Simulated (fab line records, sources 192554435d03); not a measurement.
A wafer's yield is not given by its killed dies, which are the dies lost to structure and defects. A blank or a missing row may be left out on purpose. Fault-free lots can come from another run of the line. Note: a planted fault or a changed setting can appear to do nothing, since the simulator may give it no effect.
Matching of chambers ; flow n5-finfet ; rie-diel-05 running N5_BEOL_M13_ETCH_68: 4 sister chambers
The step etches SOC in N2/H2, time 355 s. 16 wafers are shown with their chamber, then 8 later ones without.

## EACH WAFER AND ITS CHAMBER
wafer;chamber;showerhead-plenum-p-Torr (Torr);rf-vpp-V (V);throttle-valve-pct (%)
L078.2;3;2.61;526.0;17.90
L078.3;2;2.57;524.3;18.07
L078.6;1;2.44;521.0;17.80
L080.2;1;2.44;521.0;17.79
L080.3;0;2.59;524.1;17.80
L080.6;2;2.57;524.9;18.07
L082.2;2;2.57;524.4;18.08
L082.3;0;2.59;525.5;17.81
L082.5;2;2.56;523.0;18.09
L084.2;1;2.43;521.4;17.82
L084.3;0;2.59;524.5;17.82
L084.6;1;2.43;521.9;17.82
L085.1;2;2.56;523.8;18.08
L085.2;1;2.43;521.2;17.85
L085.3;0;2.59;525.1;17.82
L088.1;3;2.60;525.2;17.46

SIGNATURES (means of the wafers above)
reading;chamber 0;chamber 1;chamber 2;chamber 3;scatter within a chamber
showerhead-plenum-p-Torr;2.5900;2.4340;2.5660;2.6050;0.00492
rf-vpp-V;524.800;521.300;524.080;525.600;0.585
throttle-valve-pct;17.8125;17.8160;18.0780;17.6800;0.091
Rule: a wafer's distance from a chamber is the root of the sum, over the readings, of the square of ((its reading less the chamber's mean) divided by the reading's scatter). If the next closest chamber is less than 2 further off than the closest, the wafer can't be placed; otherwise it belongs to the closest. The scatter: take each reading less its chamber's mean, square it, sum over the shown wafers, divide by the number of wafers less the number of chambers, and take the root.

## WAFERS WITH NO CHAMBER GIVEN
wafer;showerhead-plenum-p-Torr (Torr);rf-vpp-V (V);throttle-valve-pct (%)
L088.4;2.43;520.2;17.83
L088.5;2.60;526.3;17.45
L095.1;2.60;524.8;17.47
L095.3;2.58;525.9;17.86
L095.6;2.60;526.7;17.48
L097.1;2.58;524.5;17.85
L097.4;2.59;524.3;17.48
L097.6;2.60;525.1;17.48

## WHICH CHAMBER EACH WENT THROUGH
wafer;from the rows above;in truth
L088.4;1;1
L088.5;3;3
L095.1;can't be placed: 3 or 0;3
L095.3;0;0
L095.6;3;3
L097.1;can't be placed: 0 or 2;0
L097.4;can't be placed: 0 or 3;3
L097.6;can't be placed: 3 or 0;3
Placed correctly: 4 of 8. Unplaceable from these rows: 4, with the true chamber sitting among the candidates in 4. 0 placed wrongly.
